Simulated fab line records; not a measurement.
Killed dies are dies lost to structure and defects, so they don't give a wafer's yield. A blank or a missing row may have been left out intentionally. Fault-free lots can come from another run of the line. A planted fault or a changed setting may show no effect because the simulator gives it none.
Chamber matching | flow n5-finfet | cvd-co-02 running N5_BEOL_M4_PRE_CLEAN_60: 3 sister chambers
The step time 15 s. 6 wafers are shown with their chamber, then 11 later ones without.

WAFERS WITH THEIR CHAMBER
wafer  | chamber | heater-power-outer-w (W) | heater-power-w (W)
L082.6 | 1       | 24                       | 99
L084.6 | 0       | 21                       | 92
L086.4 | 2       | 29                       | 95
L086.5 | 1       | 25                       | 98
L086.6 | 0       | 20                       | 90
L091.1 | 2       | 30                       | 97

WAFERS WITH NO CHAMBER GIVEN
wafer  | heater-power-outer-w (W) | heater-power-w (W)
L091.3 | 21                       | 92
L091.4 | 30                       | 101
L094.2 | 26                       | 98
L094.5 | 26                       | 98
L094.6 | 30                       | 96
L095.1 | 21                       | 93
L095.3 | 21                       | 93
L095.4 | 26                       | 101
L096.4 | 22                       | 91
L096.5 | 22                       | 95
L096.6 | 30                       | 99

CHAMBER TAKEN BY EACH
wafer  | from the rows above     | in truth
L091.3 | 0                       | 0
L091.4 | 2                       | 2
L094.2 | 1                       | 1
L094.5 | 1                       | 1
L094.6 | 2                       | 2
L095.1 | 0                       | 0
L095.3 | 0                       | 0
L095.4 | 1                       | 1
L096.4 | 0                       | 0
L096.5 | can't be placed: 0 or 1 | 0
L096.6 | 2                       | 2
10 of 11 placed correctly. Unplaceable from these rows: 1, with the true chamber sitting among the candidates in 1. 0 placed wrongly.
How it was worked out, from the rows above alone: a wafer's distance from a chamber is the root of the sum, over the readings, of the square of ((its reading less the chamber's mean) divided by the reading's scatter). The wafer belongs to the nearest chamber; if the next one is less than 2 further off, it can't be placed. Each chamber's mean is taken over the wafers shown for it. The scatter: take each reading less its chamber's mean, square it, sum over the shown wafers, divide by the number of wafers less the number of chambers, and take the root.
